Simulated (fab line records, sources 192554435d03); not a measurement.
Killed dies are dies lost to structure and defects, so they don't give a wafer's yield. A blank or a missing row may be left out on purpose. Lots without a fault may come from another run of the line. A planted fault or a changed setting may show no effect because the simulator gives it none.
A struck lot beside a sound one | flow n5_finfet | 15 steps out of a route of 1938
Sound: wafers L423.1, L423.3, L423.5. Struck: wafers L431.2, L431.5, L431.6. The cause comes at the end.
At each step with rows: each side's tool, then ch and its chambers, then its first start. Under that, the readings that differ: sound wafers | struck wafers | difference of the means | sigmas: that difference in standard deviations of wafers without a fault.
alike: readings whose means differ by less than 2 such deviations, and words and numbers that are the same on both sides. not compared: withheld readings, readings that some wafer has no value for, bounds like >300 that may hide the same value, and numbers for which the record gives no deviation and whose values overlap.
The two part at a step that has a row with sigmas, a row that says differs or no value, or rows on one side only. Numbers that don't overlap but have no deviation are shown without sigmas and don't part them. A reading that every wafer of one side lacks parts them only if that side has two wafers or more.

N5_HKMG_FIN_ETCHBACK_68: etches the open film in Cl2/Ar, stops on HfO2, target depth 0.5 nm.
  sound on rie_metal-03 ch 1, day 4 14:47; struck on rie_metal-02 ch 0,1, day 6 14:10
  reading                | sound             | struck            | difference | sigmas
  throttle_valve_pct (%) | 20.56 20.57 20.58 | 20.91 20.91 20.85 | +0.32      | +2
  alike: drypump_motor_current_A, oes_product_au
  not compared: rf_hours_counter_h
then, 1 step without rows for these wafers: N5_HKMG_FIN_STRIP_69 (strips in N2/H2, time 360 s).
N5_HKMG_FIN_ALD_21: deposits TiN, target thk 1.5 nm, pulse time 1 s, purge time 3 s.
  sound on ald_metal-03 ch 0,3, day 4 15:19; struck on ald_metal-04 ch 0,1,3, day 6 14:41
  alike: heater_power_w, precursor_pulse_height_rel, susceptor_temp_C
then, 1 step without rows for these wafers: N5_HKMG_FIN_ALD_72 (deposits W, target thk 2 nm, pulse time 1 s, purge time 2 s).
N5_HKMG_FIN_W_FILL_22: material W, target thk 60 nm, time 18.2 s.
  sound on cvd_w-02 ch 0,1, day 4 15:44; struck on cvd_w-02 ch 0,1, day 6 15:07
  alike: heater_power_w, susceptor_temp_C, throttle_valve_pct
then, 2 steps without rows for these wafers: N5_HKMG_FIN_PRECLEAN_83 (cleans in DIW, time 57.5 s); N5_HKMG_FIN_SRD_84 (dry time 32 s).
N5_HKMG_FIN_CMP_23: polishes, stops on SiNx, t overpolish 10 s, target thk 46.326 nm.
  sound on cmp-01 ch 0,1, day 4 15:55; struck on cmp-04 ch 1,2,3, day 6 15:28
  reading                | sound          | struck         | difference | sigmas
  time_to_endpoint_s (s) | 10.2 10.0 12.7 | 15.2 18.5 14.0 | +4.9       | +2
  alike: edge_zone_pressure_frac, motor_current_A, overpolish_run_s
then, 1 step without rows for these wafers: N5_HKMG_FIN_CMP_94 (polishes, stops on SiNx, t overpolish 4.7 s, target thk 43.299 nm).
N5_HKMG_FIN_INSPECT_28: inspects for defects (darkfield).
  sound on defect_inspect-02, day 4 16:33; struck on defect_inspect-02, day 6 15:56
  alike: raw_defect_count
then, 1 step without rows for these wafers: N5_GATE_CUT_ETCHBACK_00 (etches W in SF6/Cl2).
N5_GATE_CUT_ETCH_56: etches TiN in Cl2/Ar, target depth 21.6 nm.
  sound on rie_metal-03 ch 0,1, day 4 16:43; struck on rie_metal-03 ch 1, day 6 16:14
  reading                  | sound             | struck            | difference | sigmas
  oes_ar_750_au (a.u.)     | 0.74 0.80 0.73    | 0.54 0.54 0.54    | -0.22      | -2
  rf_fwd_power_W (W)       | 599.1 595.4 597.0 | 450.9 452.6 452.0 | -145.3     | -76
  model.etch.depth_nm (nm) | 22.7 21.52 22.69  | 17.68 17.65 17.68 | -4.63      |
  alike: drypump_motor_current_A, oes_product_au, throttle_valve_pct
  not compared: rf_hours_counter_h
N5_GATE_CUT_ETCHBACK_30: etches TiN in Cl2/Ar, target depth 3 nm.
  sound on rie_metal-03 ch 0,1, day 4 16:48; struck on rie_metal-03 ch 1, day 6 16:24
  alike: drypump_motor_current_A, oes_product_au, throttle_valve_pct
  not compared: rf_hours_counter_h
-- the record jumps here: 4 days lie between the struck wafers' starts before and after (it left off in module GATE_CUT and takes up again in module BEOL_M4, whose first step shown is number 1111 of the route) --
N5_BEOL_M4_RC_MEAS_101:
  sound on prober-02 ch 0, day 8 17:15; struck on prober-01 ch 0, day 11 01:07
  reading       | sound          | struck         | difference | sigmas
  DIBL_N (mV/V) | 38.1 37.3 37.3 | 32.8 33.4 34.1 | -4.1       | -2
  alike: DIBL_P, IOFF_N, IOFF_P, ION_N, ION_P, SS_N, SS_P, VT_N, VT_P
then, 1 step without rows for these wafers: N5_PASSIVATION_PROBE_49.

WHERE THEY PART
First at N5_HKMG_FIN_ETCHBACK_68; last, within this record, at N5_BEOL_M4_RC_MEAS_101.

WHY: what the simulator had put in
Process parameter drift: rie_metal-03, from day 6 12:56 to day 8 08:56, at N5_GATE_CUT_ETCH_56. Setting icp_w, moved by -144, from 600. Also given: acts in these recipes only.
